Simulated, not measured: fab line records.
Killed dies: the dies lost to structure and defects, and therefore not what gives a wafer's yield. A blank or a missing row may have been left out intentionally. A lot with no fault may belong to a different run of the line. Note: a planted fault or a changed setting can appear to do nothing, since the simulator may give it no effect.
Comparing a struck lot with a sound one ; flow n5 finfet ; 13 steps out of a route of 1938
Sound: the wafers L874.1, L874.2, L874.5. The struck wafers were L875.3, L875.4, L875.5. At the end, the cause is stated.
Order at every step that has rows: each side's tool, ch and its chambers, its first start. Under that, the readings that differ: sound wafers ; struck wafers ; difference of the means ; sigmas: that difference in standard deviations of wafers without a fault.
alike: a reading whose means differ by less than 2 such deviations, as well as words and numbers matching on both sides. not compared: withheld readings; readings where some wafer has no value; bounds like >300 that might hide an equal value; numbers whose values overlap and for which the record gives no deviation.
A row with sigmas, a row that says differs or no value, or rows on one side alone: a step with any of these is where the two part. Numbers that don't overlap but have no deviation are shown without sigmas and don't part them. A reading that every wafer of one side lacks parts them only if that side has two wafers or more.

first, 9 steps without rows for these wafers: N5_BEOL_M1_SOFTBAKE_23 (time 60 s); N5_BEOL_M1_EXPOSE_25 (exposes mask V0, defocus 5 nm, target cd 24 nm); N5_BEOL_M1_PEB_26 (peb time 60 s); N5_BEOL_M1_DEVELOP_27 (develop time 30 s); N5_BEOL_M1_DESCUM_33 (chemistry O2, time 7 s); N5_BEOL_M1_ETCH_77 (etches underlayer in N2/H2, target depth 6.5 nm, time 5.2 s); N5_BEOL_M1_ETCH_69 (etches SiARC in CF4, target depth 15.6 nm, time 26 s); N5_BEOL_M1_ALD_98 (deposits SiO2, target thk 2.5 nm, pulse time 1 s, co reactant pulse time 1 s); N5_BEOL_M1_ETCHBACK_99 (etches SiO2 in CHF3, target depth 5 nm, time 10.4 s).
N5_BEOL_M1_ETCH_70: etches SOC in N2/H2, target depth 80 nm, overetch 16 nm, time 120 s.
  sound on rie diel-02 ch 2,3, day 7 12:50; struck on rie diel-02 ch 0,2,3, day 7 22:55
reading;sound;struck;difference;sigmas
bias w (W);150.1 150.5 149.9;107.0 106.4 106.0;-43.7;-99 or more
rf vpp V (V);522.2 520.6 521.9;419.0 418.2 421.1;-102.1;-39
model.SiARC_of_BEOL_M1_COAT_68.thk nm (nm);6.2 6.6 6.2;8.6 8.8 8.4;+2.3;
  alike: drypump motor current A, oes product au, showerhead plenum p Torr, throttle valve pct
  not compared: rf hours counter h
then, 1 step without rows for these wafers: N5_BEOL_M1_STRIP_71 (strips in N2/H2).
-- here the record skips 2 days between the struck wafers' starts before and after, leaving off in module BEOL_M1 and picking up in module BEOL_M4 (first step shown: number 1111 of the route) --
N5_BEOL_M4_RC_MEAS_101:
  sound on prober-01 ch 0, day 9 10:50; struck on prober-02 ch 0, day 10 00:11
  alike: DIBL_N, DIBL_P, IOFF_N, IOFF_P, ION_N, ION_P, SS_N, SS_P, VT_N, VT_P
N5_PASSIVATION_PROBE_49:
  the record has rows for the sound wafers here (prober-01, day 13 12:49) and none for the struck ones

## WHERE THEY PART
Last at N5_PASSIVATION_PROBE_49 as far as this record goes, first at N5_BEOL_M1_ETCH_70.

WHY: the cause the simulator had injected
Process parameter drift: rie diel-02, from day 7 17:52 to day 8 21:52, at N5_BEOL_M1_ETCH_70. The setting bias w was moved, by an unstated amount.
